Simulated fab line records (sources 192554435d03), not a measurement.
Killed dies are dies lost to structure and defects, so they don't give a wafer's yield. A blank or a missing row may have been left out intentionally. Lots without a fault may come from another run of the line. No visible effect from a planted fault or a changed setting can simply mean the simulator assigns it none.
Which of the tools did it? -- flow n5 finfet -- 11 lots, 32 wafers sampled, at 4 steps of a route of 1938

WHAT THE GAUGES SHOWED, per wafer
N5_BEOL_M4_RC_MEAS_101.
lot,measured,on,DIBL_N (mV/V),DIBL_P (mV/V),IOFF_N (nA/um),IOFF_P (nA/um),ION_N (uA/um),ION_P (uA/um),SS_N (mV/dec),SS_P (mV/dec),VT_N (mV),VT_P (mV)
L441,day 7 19:40,prober-02,35.0 35.8 35.0,34.4 36.3 35.2,0.15 0.17 0.15,0.16 0.19 0.17,664 691 671,450 467 459,71.5 72.1 72.0,73.0 73.8 72.7,250 248 248,-254 -252 -252
L443,day 7 21:46,prober-02,34.2 33.8 34.3,32.9 34.0 33.8,0.12 0.12 0.13,0.17 0.18 0.18,664 671 673,451 462 452,71.0 71.3 70.8,72.0 71.9 73.0,254 257 253,-254 -255 -252
L442,day 8 15:25,prober-01,34.9 32.9 34.9,36.2 34.3 36.9,0.17 0.14 0.17,0.23 0.20 0.25,675 669 677,468 463 476,71.4 71.4 71.0,74.0 72.7 72.8,247 250 245,-246 -250 -246
L444,day 8 15:26,prober-02,36.6 32.9 34.7,36.8 32.4 33.6,0.18 0.12 0.14,0.25 0.18 0.18,683 659 665,471 458 454,72.0 70.8 71.4,73.6 72.4 72.8,245 255 249,-246 -251 -250
L447,day 10 00:50,prober-01,38.6 36.7,40.7 37.9,0.21 0.17,0.24 0.19,691 683,467 459,72.3 72.1,73.7 72.5,247 249,-250 -251
L450,day 10 02:31,prober-01,37.6 34.9 38.6,38.2 34.9 38.6,0.20 0.14 0.20,0.24 0.19 0.25,682 667 682,460 458 465,72.5 71.6 72.4,74.0 72.9 73.3,248 252 247,-248 -252 -247
L453,day 11 11:02,prober-02,39.1 34.3 34.8,39.8 33.5 35.5,0.23 0.12 0.14,0.27 0.17 0.20,690 665 667,472 457 463,72.2 70.7 70.3,73.6 73.1 72.8,244 254 252,-248 -252 -248
L456,day 12 13:22,prober-02,37.4 39.5 34.0,36.8 40.4 33.2,0.21 0.25 0.13,0.27 0.34 0.20,697 702 667,478 486 462,71.8 72.1 70.4,73.6 73.8 72.5,245 242 252,-244 -243 -247
L458,day 12 09:31,prober-01,37.6 36.7 35.9,37.8 36.8 36.1,0.17 0.15 0.14,0.19 0.17 0.17,671 668 660,444 446 448,72.1 72.0 71.8,73.8 73.5 73.5,251 252 253,-257 -256 -256
L462,day 12 23:56,prober-01,37.1 36.5 33.7,37.8 36.8 32.5,0.17 0.15 0.11,0.21 0.20 0.15,679 674 660,458 468 454,72.1 71.4 70.9,74.1 73.9 72.8,246 251 255,-251 -255 -255
L463,day 13 21:09,prober-02,35.9 35.5 35.3,34.6 34.3 33.3,0.14 0.14 0.12,0.20 0.20 0.19,676 683 669,467 466 464,70.8 71.0 70.5,73.0 72.3 72.7,249 249 254,-252 -251 -252

WHICH TOOL RAN EACH LOT (tool, then ch and the chambers of the sampled wafers, then the start)
lot,N5_BEOL_M1_SPUTTER_88,N5_BEOL_M1_ANNEAL_89,N5_BEOL_M1_CMP_52
L441,"pvd sputter-02, day 6 12:55","pvd sputter-02, day 6 12:59","cmp-01 ch 0,1,3, day 6 14:17"
L443,"pvd sputter-03, day 6 15:44","pvd sputter-03, day 6 15:49","cmp-03 ch 0,2,3, day 6 17:31"
L442,"pvd sputter-02, day 6 20:20","pvd sputter-02, day 6 20:25","cmp-01 ch 2,3, day 6 21:58"
L444,"pvd sputter-01, day 7 04:56","pvd sputter-01, day 7 05:01","cmp-01 ch 0,1, day 7 06:20"
L447,"pvd sputter-01, day 8 09:23","pvd sputter-01, day 8 09:28","cmp-01 ch 0,3, day 8 11:38"
L450,"pvd sputter-03, day 8 16:44","pvd sputter-03, day 8 16:49","cmp-01 ch 0,1,3, day 8 20:59"
L453,"pvd sputter-02, day 9 14:32","pvd sputter-02, day 9 14:37","cmp-03 ch 0,1,3, day 9 19:11"
L456,"pvd sputter-01, day 10 11:17","pvd sputter-01, day 10 11:22","cmp-04 ch 1,2,3, day 10 12:44"
L458,"pvd sputter-02, day 10 22:20","pvd sputter-02, day 10 22:25","cmp-04 ch 0,2, day 10 23:43"
L462,"pvd sputter-03, day 11 13:26","pvd sputter-03, day 11 13:31","cmp-01 ch 1,2,3, day 11 14:51"
L463,"pvd sputter-03, day 12 02:48","pvd sputter-03, day 12 02:53","cmp-04 ch 2,3, day 12 04:13"
- N5_BEOL_M1_SPUTTER_88: material Cu, target thk 4.5 nm, time 8.29 s.
- N5_BEOL_M1_ANNEAL_89: time 240 s.
- N5_BEOL_M1_CMP_52: polishes, stops on SiOC, t overpolish 6.8 s, target thk 40 nm.

WHAT THE TOOLS THEMSELVES READ (means of the sampled wafers that have a number; where no wafer has one, the mark that the record gives instead)
N5_BEOL_M1_SPUTTER_88.
lot,tool,throttle valve pct (%)
L441,pvd sputter-02,30.2
L443,pvd sputter-03,28.8
L442,pvd sputter-02,29.7
L444,pvd sputter-01,29.1
L447,pvd sputter-01,28.9
L450,pvd sputter-03,28.7
L453,pvd sputter-02,30.4
L456,pvd sputter-01,28.7
L458,pvd sputter-02,30.2
L462,pvd sputter-03,28.7
L463,pvd sputter-03,28.6

N5_BEOL_M1_ANNEAL_89.
lot,tool,heater power w (W)
L441,pvd sputter-02,809
L443,pvd sputter-03,822
L442,pvd sputter-02,864
L444,pvd sputter-01,823
L447,pvd sputter-01,826
L450,pvd sputter-03,794
L453,pvd sputter-02,803
L456,pvd sputter-01,793
L458,pvd sputter-02,825
L462,pvd sputter-03,817
L463,pvd sputter-03,770

N5_BEOL_M1_CMP_52.
lot,tool,barrier field endpoint s (s),motor current A (A),overpolish run s (s),pad life wafers,time to endpoint s (s)
L441,cmp-01,24.2,5.8,6.807,1729,60
L443,cmp-03,24.0,6.3,6.799,530,58
L442,cmp-01,24.8,6.5,6.801,1820,62
L444,cmp-01,20.9,5.4,6.796,1910,52
L447,cmp-01,18.9,6.0,6.796,14,48
L450,cmp-01,21.3,6.0,6.804,86,54
L453,cmp-03,24.8,5.6,6.798,1268,64
L456,cmp-04,25.0,5.8,6.803,806,62
L458,cmp-04,24.7,6.3,6.794,895,60
L462,cmp-01,23.9,6.3,6.806,752,59
L463,cmp-04,24.6,5.8,6.810,961,58

THE ANSWER, worked out from the rows above alone
Rule: the usual values come from the lots themselves. Put in order of their means at a reading, lots are off if they are a third of the lots or fewer, leave a main group of 4 or more, and stand apart from it by a gap of 3 or more times the standard deviation of the main group's means; of several such gaps the widest counts. A main group whose means are all the same, to the digits that the tables above print for the reading, isn't used. A lot without any number at a reading at which 4 lots or more have one is off too. The other lots that the step has rows for count as sound. First the gauges in route order, then the tools' own readings, where a lot's mean is used as printed above. The first step at which some lot is off is used, and at that step the reading that is off furthest; a lot without a number counts as furthest.
Off: L444, L447, L450 (N5_BEOL_M1_CMP_52, barrier field endpoint s). Mean 24.5 s and standard deviation 0.38 in the main group.
If a tool, at that step or one of the process steps before it, ran each lot that is off and ran no sound lot following the first of them, it fits. Not one of the candidates tried fits.

WHAT HAD BEEN PUT IN BY THE SIMULATOR
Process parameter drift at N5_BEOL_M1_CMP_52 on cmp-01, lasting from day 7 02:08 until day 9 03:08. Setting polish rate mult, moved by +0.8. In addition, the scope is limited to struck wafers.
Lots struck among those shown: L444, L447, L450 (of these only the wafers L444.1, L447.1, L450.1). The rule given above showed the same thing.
